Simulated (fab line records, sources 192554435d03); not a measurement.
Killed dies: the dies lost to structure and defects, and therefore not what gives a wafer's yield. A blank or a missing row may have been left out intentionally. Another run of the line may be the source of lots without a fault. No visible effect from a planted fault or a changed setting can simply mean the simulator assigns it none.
Split-lot study || flow n5 finfet || on a route of 1938 steps: 7 lots, 21 wafers read

## ON THE SPLIT
At N5_MOL_CONTACT_COAG_COAT_64 (time 60 s, resist thk 10 nm), the setting spin rpm was moved away from the recipe's 1500 rpm on 7 of the 21 wafers read, by -7.1% to +10.1%. This setting was run at the recipe's value on the other wafers.

## FROM THE SPLIT TO THE READING: what the file shows between them, 3 steps
- N5_MOL_CONTACT_COAG_COAT_34: resist thk 40 nm
- N5_MOL_CONTACT_COAG_EBR_36
- N5_MOL_CONTACT_COAG_DESCUM_45: chemistry O2, time 7 s

## THE READING
etch.depth nm (the simulator's own value, which no gauge read), in nm, at N5_MOL_CONTACT_COAG_ETCH_65 (etches underlayer in N2/H2, target depth 13 nm, time 10.4 s). There is no usual value for it anywhere in the file. Across the 14 wafers here that went through the recipe, the average is 10.013 nm and the standard deviation 0.02 nm.

{"wafer": "L077.4", "tool, chamber at the split": "litho track-01, 0", "spin rpm as run, rpm": 1500, "against the recipe": "recipe", "etch.depth nm, nm": 10.04, "against lot-mates on the recipe": "-"}
{"wafer": "L077.5", "tool, chamber at the split": "litho track-01, 0", "spin rpm as run, rpm": 1500, "against the recipe": "recipe", "etch.depth nm, nm": 10.04, "against lot-mates on the recipe": "-"}
{"wafer": "L077.6", "tool, chamber at the split": "litho track-01, 0", "spin rpm as run, rpm": 1500, "against the recipe": "recipe", "etch.depth nm, nm": 10.04, "against lot-mates on the recipe": "-"}
{"wafer": "L084.1", "tool, chamber at the split": "litho track-01, 0", "spin rpm as run, rpm": 1500, "against the recipe": "recipe", "etch.depth nm, nm": 10.01, "against lot-mates on the recipe": "-"}
{"wafer": "L084.5", "tool, chamber at the split": "litho track-01, 0", "spin rpm as run, rpm": 1393, "against the recipe": "-7.1%", "etch.depth nm, nm": 10.39, "against lot-mates on the recipe": "+0.391"}
{"wafer": "L084.6", "tool, chamber at the split": "litho track-01, 0", "spin rpm as run, rpm": 1500, "against the recipe": "recipe", "etch.depth nm, nm": 9.988, "against lot-mates on the recipe": "-"}
{"wafer": "L085.1", "tool, chamber at the split": "litho track-04, 0", "spin rpm as run, rpm": 1652, "against the recipe": "+10.1%", "etch.depth nm, nm": 9.534, "against lot-mates on the recipe": -0.475}
{"wafer": "L085.3", "tool, chamber at the split": "litho track-04, 0", "spin rpm as run, rpm": 1500, "against the recipe": "recipe", "etch.depth nm, nm": 10.04, "against lot-mates on the recipe": "-"}
{"wafer": "L085.6", "tool, chamber at the split": "litho track-04, 0", "spin rpm as run, rpm": 1500, "against the recipe": "recipe", "etch.depth nm, nm": 9.978, "against lot-mates on the recipe": "-"}
{"wafer": "L087.1", "tool, chamber at the split": "litho track-03, 0", "spin rpm as run, rpm": 1500, "against the recipe": "recipe", "etch.depth nm, nm": 10.01, "against lot-mates on the recipe": "-"}
{"wafer": "L087.3", "tool, chamber at the split": "litho track-03, 0", "spin rpm as run, rpm": 1611, "against the recipe": "+7.4%", "etch.depth nm, nm": 9.679, "against lot-mates on the recipe": -0.331}
{"wafer": "L087.5", "tool, chamber at the split": "litho track-03, 0", "spin rpm as run, rpm": 1611, "against the recipe": "+7.4%", "etch.depth nm, nm": 9.637, "against lot-mates on the recipe": -0.373}
{"wafer": "L090.1", "tool, chamber at the split": "litho track-01, 0", "spin rpm as run, rpm": 1500, "against the recipe": "recipe", "etch.depth nm, nm": 9.993, "against lot-mates on the recipe": "-"}
{"wafer": "L090.2", "tool, chamber at the split": "litho track-01, 0", "spin rpm as run, rpm": 1445, "against the recipe": "-3.7%", "etch.depth nm, nm": 10.17, "against lot-mates on the recipe": "+0.177"}
{"wafer": "L090.3", "tool, chamber at the split": "litho track-01, 0", "spin rpm as run, rpm": 1445, "against the recipe": "-3.7%", "etch.depth nm, nm": 10.22, "against lot-mates on the recipe": "+0.227"}
{"wafer": "L091.1", "tool, chamber at the split": "litho track-03, 0", "spin rpm as run, rpm": 1500, "against the recipe": "recipe", "etch.depth nm, nm": 9.998, "against lot-mates on the recipe": "-"}
{"wafer": "L091.2", "tool, chamber at the split": "litho track-03, 0", "spin rpm as run, rpm": 1500, "against the recipe": "recipe", "etch.depth nm, nm": 10.03, "against lot-mates on the recipe": "-"}
{"wafer": "L091.4", "tool, chamber at the split": "litho track-03, 0", "spin rpm as run, rpm": 1432, "against the recipe": "-4.5%", "etch.depth nm, nm": 10.26, "against lot-mates on the recipe": "+0.246"}
{"wafer": "L093.2", "tool, chamber at the split": "litho track-03, 0", "spin rpm as run, rpm": 1500, "against the recipe": "recipe", "etch.depth nm, nm": 10.01, "against lot-mates on the recipe": "-"}
{"wafer": "L093.3", "tool, chamber at the split": "litho track-03, 0", "spin rpm as run, rpm": 1500, "against the recipe": "recipe", "etch.depth nm, nm": 10.01, "against lot-mates on the recipe": "-"}
{"wafer": "L093.4", "tool, chamber at the split": "litho track-03, 0", "spin rpm as run, rpm": 1500, "against the recipe": "recipe", "etch.depth nm, nm": 10, "against lot-mates on the recipe": "-"}

THE FIT
A straight line over all 21 wafers: etch.depth nm changes by -0.0492 nm for each +1% of spin rpm; r = -0.99; the points scatter about the line by 0.022 nm.
The same after taking each lot's own level away (the mean of its wafers on the recipe; 21 wafers): -0.0498 nm for each +1%; r = -1.00; scatter 0.02 nm.
The reading moves by 0.5 nm for the largest change in spin rpm, on that fit.
Across the lots, their own levels run from 9.9930 to 10.0400 nm, a range of 2.3 times the standard deviation given above.
The two slopes agree, so the slope changes little with the lot-to-lot level.
Check: -0.509 nm against its lot-mates is what the line predicts for one of the wafers moved furthest among these (+10.1%) when that wafer is left out of the fit. Against them it came out at -0.475 nm.

## FURTHER SPLITS ON THESE WAFERS
These wafers also went through other splits before the reading. Each is held against what the fit with the lots' levels taken away leaves over:
{"other split on the same wafers": "N5_SDB_COAT_05 spin rpm", "wafers away from the commonest value": 6, "r with etch.depth nm (lot level and that fit taken away)": -0.43}
{"other split on the same wafers": "N5_HKMG_FIN_COAT_29 spin rpm", "wafers away from the commonest value": 8, "r with etch.depth nm (lot level and that fit taken away)": -0.22}
{"other split on the same wafers": "N5_GATE_CUT_COAT_27 spin rpm", "wafers away from the commonest value": 11, "r with etch.depth nm (lot level and that fit taken away)": -0.15}
{"other split on the same wafers": "N5_MOL_CONTACT_COAG_SPUTTER_130 power w", "wafers away from the commonest value": 10, "r with etch.depth nm (lot level and that fit taken away)": -0.43}

## THE WHOLE CHAIN: every reading that the file lists as answering this split, in the file's order
{"step": "N5_MOL_CONTACT_COAG_COAT_64", "what it does": "time 60 s, resist thk 10 nm", "reading": "underlayer_of_MOL_CONTACT_COAG_COAT_64.thk nm (the simulator's own value, which no gauge read)", "change (the file's fit)": "-0.0475 nm for each +1% of the setting", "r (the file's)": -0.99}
{"step": "N5_MOL_CONTACT_COAG_ETCH_65", "what it does": "etches underlayer in N2/H2, target depth 13 nm, time 10.4 s", "reading": "etch.depth nm (the simulator's own value, which no gauge read)", "change (the file's fit)": "-0.05 nm for each +1% of the setting", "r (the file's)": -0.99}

## THE FILE'S OWN FIT
etch.depth nm changes by -0.05 nm for each +1% of spin rpm, r = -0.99.
